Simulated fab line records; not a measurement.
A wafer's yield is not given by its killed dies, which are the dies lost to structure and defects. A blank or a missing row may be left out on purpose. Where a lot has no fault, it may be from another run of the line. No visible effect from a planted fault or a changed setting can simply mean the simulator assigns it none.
Chamber matching -- flow nandHarc -- NHARC_A_CHANNEL_FILL_D1_ALD_02 on aldHk-02: 4 sister chambers
The step deposits SiO2, target thk 6 nm, pulse time 10 s, ald cycles 60. 8 wafers are shown with their chamber, then 7 later ones without.

## WAFERS PAIRED WITH THEIR CHAMBERS
wafer,chamber,heaterPowerW (W),heaterPowerOuterW (W)
L082.2,0,473,280
L085.2,2,540,339
L085.6,2,534,335
L087.2,3,579,350
L087.5,0,475,276
L087.6,1,469,252
L088.1,1,470,264
L088.4,3,560,339

## WAFERS MISSING THEIR CHAMBER
wafer,heaterPowerW (W),heaterPowerOuterW (W)
L088.6,481,281
L092.1,539,344
L092.4,501,289
L092.6,502,285
L095.2,472,294
L095.4,505,279
L095.5,490,258

## WHICH CHAMBER EACH WENT THROUGH
wafer,from the rows above,in truth
L088.6,0,0
L092.1,2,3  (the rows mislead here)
L092.4,0,0
L092.6,0,0
L095.2,0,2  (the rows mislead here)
L095.4,can't be placed: 0 or 1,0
L095.5,can't be placed: 1 or 0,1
Correctly placed: 3 of 7. From these rows, 2 cannot be placed; in 2 the true chamber is one of the candidates. 2 placed wrongly.
How it was worked out, from the rows above alone: a wafer's distance from a chamber is the root of the sum, over the readings, of the square of ((its reading less the chamber's mean) divided by the reading's scatter). The wafer belongs to the nearest chamber; if the next one is less than 2 further off, it can't be placed. Each chamber's mean is taken over the wafers shown for it. How the scatter is found: for the shown wafers, subtract from each reading the mean of its chamber, square and add these, divide the total by (wafers less chambers), then take the root.
